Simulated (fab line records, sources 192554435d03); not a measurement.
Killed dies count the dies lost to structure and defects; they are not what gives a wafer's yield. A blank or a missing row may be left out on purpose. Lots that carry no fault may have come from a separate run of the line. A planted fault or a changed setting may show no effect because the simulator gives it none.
Split-lot study ; flow n5-finfet ; 39 wafers read across 7 lots, on a route 1938 steps long

## ABOUT THE SPLIT
At N5_DUMMY_GATE_ETCH_32 (etches SiO2 in CF4, target depth 3.5 nm, time 3.9 s), the setting time-s was moved away from the recipe's 3.9 s on 15 of the 39 wafers read, by -15.7% to +13.4%. This setting was run at the recipe's value on the other wafers.

Reading taken at the split's own step.

## THE READING
etch.depth-nm (the simulator's own value, which no gauge read), in nm, at N5_DUMMY_GATE_ETCH_32 (etches SiO2 in CF4, target depth 3.5 nm, time 3.9 s). There is no usual value for it anywhere in the file. Across the 24 wafers here that went through the recipe, the average is 3.480 nm and the standard deviation 0.035 nm.

wafer;tool, chamber at the split;time-s as run, s;against the recipe;etch.depth-nm, nm;against lot-mates on the recipe
L078.1;rie-si-05, 1;3.9;recipe;3.438;-
L078.2;rie-si-05, 0;3.9;recipe;3.418;-
L078.3;rie-si-05, 2;4.422;+13.4%;3.907;+0.458
L078.4;rie-si-05, 3;4.422;+13.4%;3.967;+0.518
L078.5;rie-si-05, 3;4.422;+13.4%;3.915;+0.466
L078.6;rie-si-05, 2;3.9;recipe;3.492;-
L082.1;rie-si-01, 1;3.554;-8.9%;3.19;-0.357
L082.2;rie-si-01, 0;3.554;-8.9%;3.241;-0.306
L082.3;rie-si-01, 3;3.554;-8.9%;3.187;-0.360
L082.4;rie-si-01, 2;3.9;recipe;3.532;-
L082.5;rie-si-01, 0;3.9;recipe;3.546;-
L082.6;rie-si-01, 1;3.9;recipe;3.564;-
L087.2;rie-si-04, 1;3.9;recipe;3.48;-
L087.3;rie-si-04, 0;3.9;recipe;3.459;-
L087.6;rie-si-04, 3;3.9;recipe;3.469;-
L090.1;rie-si-05, 2;3.398;-12.9%;3.025;-0.453
L090.2;rie-si-05, 3;3.398;-12.9%;3.019;-0.459
L090.3;rie-si-05, 1;3.9;recipe;3.485;-
L090.4;rie-si-05, 0;3.9;recipe;3.45;-
L090.5;rie-si-05, 1;3.398;-12.9%;3.035;-0.443
L090.6;rie-si-05, 2;3.9;recipe;3.499;-
L092.1;rie-si-04, 1;3.9;recipe;3.471;-
L092.2;rie-si-04, 3;3.288;-15.7%;2.919;-0.569
L092.3;rie-si-04, 0;3.288;-15.7%;2.926;-0.562
L092.4;rie-si-04, 2;3.9;recipe;3.504;-
L092.5;rie-si-04, 1;3.9;recipe;3.489;-
L092.6;rie-si-04, 2;3.288;-15.7%;2.941;-0.547
L094.1;rie-si-05, 1;3.9;recipe;3.479;-
L094.2;rie-si-05, 0;3.9;recipe;3.428;-
L094.3;rie-si-05, 2;3.9;recipe;3.464;-
L094.4;rie-si-05, 3;3.9;recipe;3.499;-
L094.5;rie-si-05, 2;3.9;recipe;3.477;-
L094.6;rie-si-05, 3;3.9;recipe;3.515;-
L097.1;rie-si-05, 1;3.4;-12.8%;2.995;-0.457
L097.2;rie-si-05, 2;3.9;recipe;3.453;-
L097.3;rie-si-05, 0;3.9;recipe;3.452;-
L097.4;rie-si-05, 1;3.4;-12.8%;3.017;-0.435
L097.5;rie-si-05, 0;3.9;recipe;3.451;-
L097.6;rie-si-05, 2;3.4;-12.8%;3.046;-0.406

FIT RESULTS
A straight line over all 39 wafers: etch.depth-nm changes by +0.0345 nm for each +1% of time-s; r = +0.99; the points scatter about the line by 0.033 nm.
The same after taking each lot's own level away (the mean of its wafers on the recipe; 39 wafers): +0.0355 nm for each +1%; r = +1.00; scatter 0.023 nm.
That fit puts the effect of the largest move of time-s on the reading at 0.56 nm.
Measured against the standard deviation above, the lots' own levels, which go from 3.4493 to 3.5473 nm, span 2.8 times it.
Hence the lot-to-lot level has little effect on the slope; both slopes agree.
Check: for one of the wafers moved furthest among these (-15.7%), held out of the fit, the line's prediction against its lot-mates is -0.555 nm. It came out at -0.569 nm against them.

## OTHER SPLITS ON THESE WAFERS
Note: prior to the reading, these wafers also went through further splits. Each is held against what the fit with the lots' levels taken away leaves over:
other split on the same wafers;wafers away from the commonest value;r with etch.depth-nm (lot level and that fit taken away)
N5_FIN_SAQP_SPACER1_ALD_24 ald-cycles;15;+0.04
N5_DUMMY_GATE_ETCH_37 source-w;9;-0.15

## FILE'S OWN FIT
etch.depth-nm changes by +0.0355 nm for each +1% of time-s, r = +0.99.
